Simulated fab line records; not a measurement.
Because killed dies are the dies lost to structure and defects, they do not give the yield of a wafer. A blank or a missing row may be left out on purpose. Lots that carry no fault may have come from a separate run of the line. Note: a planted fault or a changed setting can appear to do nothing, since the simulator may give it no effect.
Which tool was responsible? + flow n5_finfet + 24 lots with 72 wafers sampled at 6 steps, on a route of 1938 steps

## WHAT EACH GAUGE READ, for each wafer
N5_BEOL_M1_CD_MEAS_11: the cd target is 17.05 nm. Usual: 17.05 nm for cd_nm, sd 0.25.
| lot  | measured     | on        | cd_nm (nm)        | flag |
|------|--------------|-----------|-------------------|------|
| L074 | day 6 01:30  | cd_sem-03 | 16.81 16.77 16.80 |      |
| L075 | day 6 08:59  | cd_sem-02 | 17.01 17.24 17.01 |      |
| L076 | day 6 13:04  | cd_sem-03 | 16.91 17.03 17.18 |      |
| L077 | day 6 20:58  | cd_sem-02 | 17.06 17.27 16.90 |      |
| L078 | day 6 20:12  | cd_sem-03 | 16.91 17.10 17.28 |      |
| L079 | day 7 07:32  | cd_sem-03 | 16.74 16.86 16.91 |      |
| L080 | day 7 21:17  | cd_sem-02 | 17.15 17.14 17.05 |      |
| L081 | day 7 23:49  | cd_sem-01 | 17.09 17.42 17.06 |      |
| L082 | day 8 03:47  | cd_sem-02 | 17.02 17.18 17.05 |      |
| L084 | day 8 07:21  | cd_sem-01 | 16.82 16.99 17.28 |      |
| L083 | day 8 09:55  | cd_sem-02 | 16.99 17.30 17.55 |      |
| L085 | day 8 18:03  | cd_sem-02 | 16.97 16.71 17.04 |      |
| L086 | day 8 23:50  | cd_sem-01 | 17.24 17.14 16.96 |      |
| L087 | day 9 06:22  | cd_sem-02 | 16.56 17.07 16.54 |      |
| L088 | day 9 22:43  | cd_sem-02 | 16.73 16.62 17.11 |      |
| L089 | day 9 23:07  | cd_sem-02 | 17.41 17.50 17.26 |      |
| L090 | day 9 23:23  | cd_sem-02 | 16.97 17.07 16.68 |      |
| L091 | day 10 03:31 | cd_sem-01 | 16.60 16.79 16.70 |      |
| L092 | day 10 09:43 | cd_sem-01 | 17.09 16.52 17.00 |      |
| L093 | day 11 02:52 | cd_sem-01 | 16.99 17.14 16.80 |      |
| L094 | day 11 11:39 | cd_sem-02 | 17.15 17.35 17.40 |      |
| L095 | day 11 11:35 | cd_sem-03 | 16.80 17.49 17.11 |      |
| L096 | day 12 00:53 | cd_sem-02 | 17.03 17.18 16.89 |      |
| L097 | day 12 03:46 | cd_sem-03 | 17.17 17.11 16.96 |      |

## EACH LOT AND THE TOOL THAT RAN IT (in order: tool; ch and the chambers of the sampled wafers; start)
| lot  | N5_BEOL_M0_SAQP_DESCUM_45          | N5_BEOL_M0_ETCH_109                | N5_BEOL_M0_ALD_136                  | N5_BEOL_M0_SPUTTER_116       | N5_BEOL_M0_SPUTTER_141       |
|------|------------------------------------|------------------------------------|-------------------------------------|------------------------------|------------------------------|
| L074 | rie_diel-01 ch 1,2,3, day 5 17:03  | rie_diel-02 ch 0,1,2, day 5 20:23  | ald_metal-03 ch 0,1,2, day 5 21:29  | pvd_sputter-03, day 5 22:08  | pvd_sputter-03, day 5 22:29  |
| L075 | rie_diel-01 ch 1,3, day 5 21:24    | rie_diel-05 ch 0,2, day 6 03:10    | ald_metal-03 ch 1,2, day 6 05:05    | pvd_sputter-02, day 6 05:37  | pvd_sputter-02, day 6 05:58  |
| L076 | rie_diel-01 ch 1,2, day 6 01:20    | rie_diel-05 ch 0,3, day 6 05:29    | ald_metal-02 ch 0,1,2, day 6 07:41  | pvd_sputter-01, day 6 08:11  | pvd_sputter-01, day 6 08:32  |
| L077 | rie_diel-03 ch 0,1,3, day 6 12:41  | rie_diel-02 ch 1,2, day 6 17:07    | ald_metal-02 ch 1,2,3, day 6 17:25  | pvd_sputter-03, day 6 18:23  | pvd_sputter-03, day 6 18:44  |
| L078 | rie_diel-01 ch 2,3, day 6 14:22    | rie_diel-06 ch 0,1,3, day 6 17:00  | ald_metal-04 ch 0,1, day 6 17:17    | pvd_sputter-03, day 6 17:52  | pvd_sputter-03, day 6 18:13  |
| L079 | rie_diel-01 ch 2,3, day 6 18:24    | rie_diel-06 ch 0,3, day 7 02:14    | ald_metal-03 ch 1,2,3, day 7 03:06  | pvd_sputter-01, day 7 03:47  | pvd_sputter-01, day 7 04:09  |
| L080 | rie_diel-04 ch 2,3, day 7 13:25    | rie_diel-02 ch 0,1,3, day 7 16:06  | ald_metal-03 ch 2,3, day 7 16:55    | pvd_sputter-02, day 7 18:47  | pvd_sputter-02, day 7 19:08  |
| L081 | rie_diel-03 ch 0,1,2, day 7 13:49  | rie_diel-02 ch 0,1, day 7 19:40    | ald_metal-03 ch 2,3, day 7 20:20    | pvd_sputter-02, day 7 21:20  | pvd_sputter-02, day 7 21:42  |
| L082 | rie_diel-03 ch 1,3, day 7 19:29    | rie_diel-02 ch 0,3, day 7 22:47    | ald_metal-04 ch 2,3, day 7 23:37    | pvd_sputter-02, day 8 00:15  | pvd_sputter-02, day 8 00:37  |
| L084 | rie_diel-04 ch 2,3, day 8 00:38    | rie_diel-06 ch 0,2,3, day 8 03:49  | ald_metal-03 ch 2,3, day 8 04:41    | pvd_sputter-03, day 8 05:20  | pvd_sputter-03, day 8 05:41  |
| L083 | rie_diel-03 ch 0,1,2, day 8 01:33  | rie_diel-05 ch 0,2,3, day 8 04:08  | ald_metal-02 ch 0,1,2, day 8 04:46  | pvd_sputter-03, day 8 05:46  | pvd_sputter-03, day 8 06:08  |
| L085 | rie_diel-01 ch 0,1,3, day 8 11:13  | rie_diel-06 ch 0,3, day 8 13:44    | ald_metal-04 ch 2,3, day 8 14:23    | pvd_sputter-01, day 8 15:18  | pvd_sputter-01, day 8 15:40  |
| L086 | rie_diel-03 ch 0,1,3, day 8 15:53  | rie_diel-02 ch 1,2,3, day 8 18:48  | ald_metal-04 ch 0,1,2, day 8 20:34  | pvd_sputter-01, day 8 21:10  | pvd_sputter-01, day 8 21:32  |
| L087 | rie_diel-04 ch 0,1,2, day 8 18:44  | rie_diel-06 ch 0,1,2, day 8 22:53  | ald_metal-02 ch 0,2, day 8 23:39    | pvd_sputter-02, day 9 02:03  | pvd_sputter-02, day 9 02:25  |
| L088 | rie_diel-01 ch 1,3, day 9 11:49    | rie_diel-02 ch 0,1,2, day 9 16:48  | ald_metal-04 ch 1,3, day 9 17:10    | pvd_sputter-01, day 9 18:53  | pvd_sputter-01, day 9 19:14  |
| L089 | rie_diel-03 ch 0,1, day 9 13:14    | rie_diel-06 ch 1,2,3, day 9 16:55  | ald_metal-02 ch 1,2, day 9 19:05    | pvd_sputter-01, day 9 19:35  | pvd_sputter-01, day 9 19:56  |
| L090 | rie_diel-03 ch 1,2, day 9 17:23    | rie_diel-02 ch 0,2,3, day 9 19:40  | ald_metal-03 ch 2,3, day 9 20:10    | pvd_sputter-02, day 9 20:38  | pvd_sputter-02, day 9 21:00  |
| L091 | rie_diel-04 ch 0,2, day 9 19:39    | rie_diel-06 ch 0,2, day 9 22:44    | ald_metal-04 ch 1,2,3, day 9 23:36  | pvd_sputter-01, day 10 00:14 | pvd_sputter-01, day 10 00:38 |
| L092 | rie_diel-01 ch 0,1, day 10 01:08   | rie_diel-06 ch 2,3, day 10 03:58   | ald_metal-02 ch 0,2,3, day 10 05:01 | pvd_sputter-01, day 10 07:02 | pvd_sputter-01, day 10 07:24 |
| L093 | rie_diel-01 ch 0,2, day 10 14:07   | rie_diel-02 ch 0,2,3, day 10 19:17 | ald_metal-02 ch 0,2, day 10 20:19   | pvd_sputter-01, day 10 21:13 | pvd_sputter-01, day 10 21:34 |
| L094 | rie_diel-01 ch 1,2, day 10 19:19   | rie_diel-02 ch 1,2,3, day 11 06:30 | ald_metal-02 ch 0,2,3, day 11 07:19 | pvd_sputter-03, day 11 07:59 | pvd_sputter-03, day 11 08:21 |
| L095 | rie_diel-03 ch 0,2,3, day 11 01:38 | rie_diel-06 ch 0,1,3, day 11 06:25 | ald_metal-03 ch 0,1,3, day 11 07:10 | pvd_sputter-01, day 11 07:43 | pvd_sputter-01, day 11 08:05 |
| L096 | rie_diel-03 ch 0,1, day 11 19:04   | rie_diel-02 ch 0,1,3, day 11 21:32 | ald_metal-02 ch 0,3, day 11 21:57   | pvd_sputter-03, day 11 22:41 | pvd_sputter-03, day 11 23:03 |
| L097 | rie_diel-01 ch 0,2,3, day 11 21:14 | rie_diel-02 ch 0,1,3, day 11 23:52 | ald_metal-04 ch 1,2,3, day 12 00:17 | pvd_sputter-01, day 12 00:56 | pvd_sputter-01, day 12 01:17 |
- N5_BEOL_M0_SAQP_DESCUM_45: chemistry O2, time 7 s.
- N5_BEOL_M0_ETCH_109: etches SiCN in CH3F/O2, target depth 8 nm, overetch 2.4 nm, time 27.4 s.
- N5_BEOL_M0_ALD_136: deposits TaN, pulse time 2 s, purge time 3 s, co reactant purge time 2 s.
- N5_BEOL_M0_SPUTTER_116: material Cu, target thk 4 nm, time 7.37 s.
- N5_BEOL_M0_SPUTTER_141: material Cu, target thk 4 nm, time 7.37 s.

## WHAT THE TOOLS THEMSELVES READ (means of the sampled wafers that have a number; where no wafer has one, the mark that the record gives instead)
N5_BEOL_M0_SAQP_DESCUM_45. Usual: drypump_motor_current_A 5.5 A, standard deviation 0.38; o2_flow_sccm 225.0 sccm, standard deviation 0.72; oes_product_au 0.82 a.u., standard deviation 0.086; rf_vpp_V 243.7 V, standard deviation 1.5; showerhead_plenum_p_Torr 2.13 Torr, standard deviation 0.083; throttle_valve_pct 20.43 %, standard deviation 0.23.
| lot  | tool        | drypump_motor_current_A (A) | o2_flow_sccm (sccm) | oes_product_au (a.u.) | rf_vpp_V (V) | showerhead_plenum_p_Torr (Torr) | throttle_valve_pct (%) | flag |
|------|-------------|-----------------------------|---------------------|-----------------------|--------------|---------------------------------|------------------------|------|
| L074 | rie_diel-01 | 5.7                         | 225.4               | 0.85                  | 244.2        | 2.15                            | 20.28                  |      |
| L075 | rie_diel-01 | 5.6                         | 224.7               | 0.91                  | 244.1        | 2.17                            | 20.20                  |      |
| L076 | rie_diel-01 | 5.7                         | 224.6               | 0.77                  | 243.4        | 2.13                            | 20.36                  |      |
| L077 | rie_diel-03 | 5.3                         | 225.3               | 0.82                  | 241.9        | 2.05                            | 20.53                  |      |
| L078 | rie_diel-01 | 5.5                         | 225.9               | 0.84                  | 243.5        | 2.11                            | 20.40                  |      |
| L079 | rie_diel-01 | 5.5                         | 224.7               | 0.77                  | 242.3        | 2.08                            | 20.49                  |      |
| L080 | rie_diel-04 | 6.0                         | 225.3               | 0.69                  | 242.4        | 2.10                            | 20.64                  |      |
| L081 | rie_diel-03 | 5.5                         | 224.8               | 0.81                  | 243.1        | 2.11                            | 20.57                  |      |
| L082 | rie_diel-03 | 5.5                         | 224.9               | 0.87                  | 243.8        | 2.10                            | 20.42                  |      |
| L084 | rie_diel-04 | 6.0                         | 224.5               | 0.69                  | 244.0        | 2.10                            | 20.64                  |      |
| L083 | rie_diel-03 | 5.5                         | 224.5               | 0.80                  | 242.9        | 2.11                            | 20.60                  |      |
| L085 | rie_diel-01 | 5.5                         | 224.6               | 0.87                  | 245.2        | 2.20                            | 20.28                  |      |
| L086 | rie_diel-03 | 5.3                         | 224.5               | 0.81                  | 242.4        | 2.05                            | 20.55                  |      |
| L087 | rie_diel-04 | 5.8                         | 225.3               | 0.73                  | 243.4        | 2.11                            | 20.47                  |      |
| L088 | rie_diel-01 | 5.7                         | 225.3               | 0.87                  | 244.6        | 2.19                            | 20.12                  |      |
| L089 | rie_diel-03 | 5.4                         | 225.7               | 0.75                  | 242.4        | 2.03                            | 20.59                  |      |
| L090 | rie_diel-03 | 5.6                         | 224.5               | 0.84                  | 244.4        | 2.18                            | 20.62                  |      |
| L091 | rie_diel-04 | 5.8                         | 224.9               | 0.67                  | 244.1        | 2.14                            | 20.63                  |      |
| L092 | rie_diel-01 | 5.7                         | 225.2               | 0.86                  | 245.4        | 2.23                            | 20.17                  |      |
| L093 | rie_diel-01 | 5.4                         | 225.5               | 0.94                  | 243.2        | 2.11                            | 20.30                  |      |
| L094 | rie_diel-01 | 5.8                         | 224.2               | 0.88                  | 244.8        | 2.17                            | 20.09                  |      |
| L095 | rie_diel-03 | 5.1                         | 225.6               | 0.86                  | 243.4        | 2.16                            | 20.58                  |      |
| L096 | rie_diel-03 | 5.4                         | 226.0               | 0.91                  | 245.1        | 2.20                            | 20.36                  |      |
| L097 | rie_diel-01 | 5.3                         | 225.3               | 0.87                  | 244.0        | 2.13                            | 20.38                  |      |

N5_BEOL_M0_ETCH_109. Usual: O2_flow_sccm 20.00 sccm, standard deviation 0.059; drypump_motor_current_A 5.9 A, standard deviation 0.37; oes_product_au 0.66 a.u., standard deviation 0.073; rf_vpp_V 296.5 V, standard deviation 1.5; showerhead_plenum_p_Torr 1.95 Torr, standard deviation 0.058; throttle_valve_pct 16.45 %, standard deviation 0.26.
| lot  | tool        | O2_flow_sccm (sccm) | drypump_motor_current_A (A) | oes_product_au (a.u.) | rf_vpp_V (V) | showerhead_plenum_p_Torr (Torr) | throttle_valve_pct (%) | flag |
|------|-------------|---------------------|-----------------------------|-----------------------|--------------|---------------------------------|------------------------|------|
| L074 | rie_diel-02 | 19.97               | 5.7                         | 0.64                  | 296.2        | 1.97                            | 16.49                  |      |
| L075 | rie_diel-05 | 20.04               | 5.8                         | 0.69                  | 297.9        | 1.98                            | 16.29                  |      |
| L076 | rie_diel-05 | 20.01               | 5.7                         | 0.69                  | 297.7        | 1.96                            | 16.20                  |      |
| L077 | rie_diel-02 | 20.01               | 5.4                         | 0.65                  | 296.2        | 1.97                            | 16.47                  |      |
| L078 | rie_diel-06 | 20.00               | 6.0                         | 0.72                  | 296.5        | 1.96                            | 16.34                  |      |
| L079 | rie_diel-06 | 19.93               | 5.9                         | 0.78                  | 296.8        | 1.95                            | 16.23                  |      |
| L080 | rie_diel-02 | 20.00               | 5.7                         | 0.62                  | 295.4        | 1.91                            | 16.55                  |      |
| L081 | rie_diel-02 | 20.01               | 5.3                         | 0.62                  | 295.1        | 1.91                            | 16.40                  |      |
| L082 | rie_diel-02 | 20.00               | 6.0                         | 0.62                  | 295.7        | 1.90                            | 16.72                  |      |
| L084 | rie_diel-06 | 20.03               | 6.0                         | 0.75                  | 296.2        | 1.95                            | 16.14                  |      |
| L083 | rie_diel-05 | 19.99               | 5.8                         | 0.73                  | 296.8        | 1.99                            | 16.27                  |      |
| L085 | rie_diel-06 | 20.03               | 5.9                         | 0.75                  | 296.3        | 1.95                            | 16.24                  |      |
| L086 | rie_diel-02 | 19.98               | 5.8                         | 0.63                  | 296.5        | 1.96                            | 16.66                  |      |
| L087 | rie_diel-06 | 19.97               | 5.9                         | 0.74                  | 296.1        | 1.97                            | 16.17                  |      |
| L088 | rie_diel-02 | 20.05               | 5.7                         | 0.62                  | 295.5        | 1.96                            | 16.54                  |      |
| L089 | rie_diel-06 | 19.99               | 6.0                         | 0.68                  | 297.1        | 1.96                            | 16.28                  |      |
| L090 | rie_diel-02 | 19.95               | 6.0                         | 0.61                  | 296.6        | 1.95                            | 16.72                  |      |
| L091 | rie_diel-06 | 19.91               | 5.9                         | 0.77                  | 296.7        | 1.96                            | 15.98                  |      |
| L092 | rie_diel-06 | 20.03               | 6.1                         | 0.68                  | 295.6        | 1.93                            | 16.27                  |      |
| L093 | rie_diel-02 | 19.98               | 6.1                         | 0.61                  | 295.6        | 1.95                            | 16.73                  |      |
| L094 | rie_diel-02 | 19.94               | 5.7                         | 0.61                  | 296.2        | 1.96                            | 16.70                  |      |
| L095 | rie_diel-06 | 20.02               | 6.0                         | 0.67                  | 296.0        | 1.95                            | 16.40                  |      |
| L096 | rie_diel-02 | 20.02               | 5.7                         | 0.60                  | 293.8        | 1.90                            | 16.62                  |      |
| L097 | rie_diel-02 | 20.01               | 5.7                         | 0.60                  | 295.0        | 1.90                            | 16.62                  |      |

N5_BEOL_M0_ALD_136. Usual: 434 W for heater_power_w, sd 33.
| lot  | tool         | heater_power_w (W) | flag |
|------|--------------|--------------------|------|
| L074 | ald_metal-03 | 455                |      |
| L075 | ald_metal-03 | 473                |      |
| L076 | ald_metal-02 | 430                |      |
| L077 | ald_metal-02 | 425                |      |
| L078 | ald_metal-04 | 451                |      |
| L079 | ald_metal-03 | 446                |      |
| L080 | ald_metal-03 | 430                |      |
| L081 | ald_metal-03 | 411                |      |
| L082 | ald_metal-04 | 403                |      |
| L084 | ald_metal-03 | 408                |      |
| L083 | ald_metal-02 | 431                |      |
| L085 | ald_metal-04 | 412                |      |
| L086 | ald_metal-04 | 445                |      |
| L087 | ald_metal-02 | 462                |      |
| L088 | ald_metal-04 | 427                |      |
| L089 | ald_metal-02 | 434                |      |
| L090 | ald_metal-03 | 408                |      |
| L091 | ald_metal-04 | 433                |      |
| L092 | ald_metal-02 | 447                |      |
| L093 | ald_metal-02 | 455                |      |
| L094 | ald_metal-02 | 442                |      |
| L095 | ald_metal-03 | 437                |      |
| L096 | ald_metal-02 | 449                |      |
| L097 | ald_metal-04 | 435                |      |

N5_BEOL_M0_SPUTTER_116. Usual: 29.7 % for throttle_valve_pct, sd 0.92.
| lot  | tool           | throttle_valve_pct (%) | flag |
|------|----------------|------------------------|------|
| L074 | pvd_sputter-03 | 29.7                   |      |
| L075 | pvd_sputter-02 | 30.2                   |      |
| L076 | pvd_sputter-01 | 29.7                   |      |
| L077 | pvd_sputter-03 | 30.6                   |      |
| L078 | pvd_sputter-03 | 30.7                   |      |
| L079 | pvd_sputter-01 | 29.9                   |      |
| L080 | pvd_sputter-02 | 29.4                   |      |
| L081 | pvd_sputter-02 | 30.1                   |      |
| L082 | pvd_sputter-02 | 30.0                   |      |
| L084 | pvd_sputter-03 | 30.8                   |      |
| L083 | pvd_sputter-03 | 29.5                   |      |
| L085 | pvd_sputter-01 | 29.8                   |      |
| L086 | pvd_sputter-01 | 29.1                   |      |
| L087 | pvd_sputter-02 | 29.8                   |      |
| L088 | pvd_sputter-01 | 28.6                   |      |
| L089 | pvd_sputter-01 | 29.8                   |      |
| L090 | pvd_sputter-02 | 28.5                   |      |
| L091 | pvd_sputter-01 | 30.0                   |      |
| L092 | pvd_sputter-01 | 28.7                   |      |
| L093 | pvd_sputter-01 | 29.2                   |      |
| L094 | pvd_sputter-03 | 30.2                   |      |
| L095 | pvd_sputter-01 | 29.8                   |      |
| L096 | pvd_sputter-03 | 29.9                   |      |
| L097 | pvd_sputter-01 | 29.2                   |      |

N5_BEOL_M0_SPUTTER_141. Usual: 29.7 % for throttle_valve_pct, sd 0.91.
| lot  | tool           | throttle_valve_pct (%) | flag |
|------|----------------|------------------------|------|
| L074 | pvd_sputter-03 | 29.8                   |      |
| L075 | pvd_sputter-02 | 30.2                   |      |
| L076 | pvd_sputter-01 | 29.7                   |      |
| L077 | pvd_sputter-03 | 30.8                   |      |
| L078 | pvd_sputter-03 | 30.7                   |      |
| L079 | pvd_sputter-01 | 29.8                   |      |
| L080 | pvd_sputter-02 | 29.2                   |      |
| L081 | pvd_sputter-02 | 30.1                   |      |
| L082 | pvd_sputter-02 | 30.0                   |      |
| L084 | pvd_sputter-03 | 30.7                   |      |
| L083 | pvd_sputter-03 | 29.5                   |      |
| L085 | pvd_sputter-01 | 29.7                   |      |
| L086 | pvd_sputter-01 | 29.2                   |      |
| L087 | pvd_sputter-02 | 29.8                   |      |
| L088 | pvd_sputter-01 | 28.9                   |      |
| L089 | pvd_sputter-01 | 29.8                   |      |
| L090 | pvd_sputter-02 | 28.8                   |      |
| L091 | pvd_sputter-01 | 30.2                   |      |
| L092 | pvd_sputter-01 | 28.9                   |      |
| L093 | pvd_sputter-01 | 29.2                   |      |
| L094 | pvd_sputter-03 | 30.2                   |      |
| L095 | pvd_sputter-01 | 29.9                   |      |
| L096 | pvd_sputter-03 | 29.7                   |      |
| L097 | pvd_sputter-01 | 29.5                   |      |

## THE ANSWER, worked out from the rows above alone
Rule: take the mean of a lot's wafers that have a number; if it is more than 3 standard deviations from the usual mean, the lot is off. A lot without any number at a reading at which 4 lots or more have one is off too. All remaining lots with rows at the step are treated as sound. Order of review: gauges by route order, followed by the tools' own readings, for which a lot's mean as printed above is used. At the first step where some lot is off, the reading lying furthest off is the one used; lots without a number count as furthest.
No lot is off at any reading shown: from this, nothing can be told.

## WHAT THE SIMULATOR HAD PUT IN
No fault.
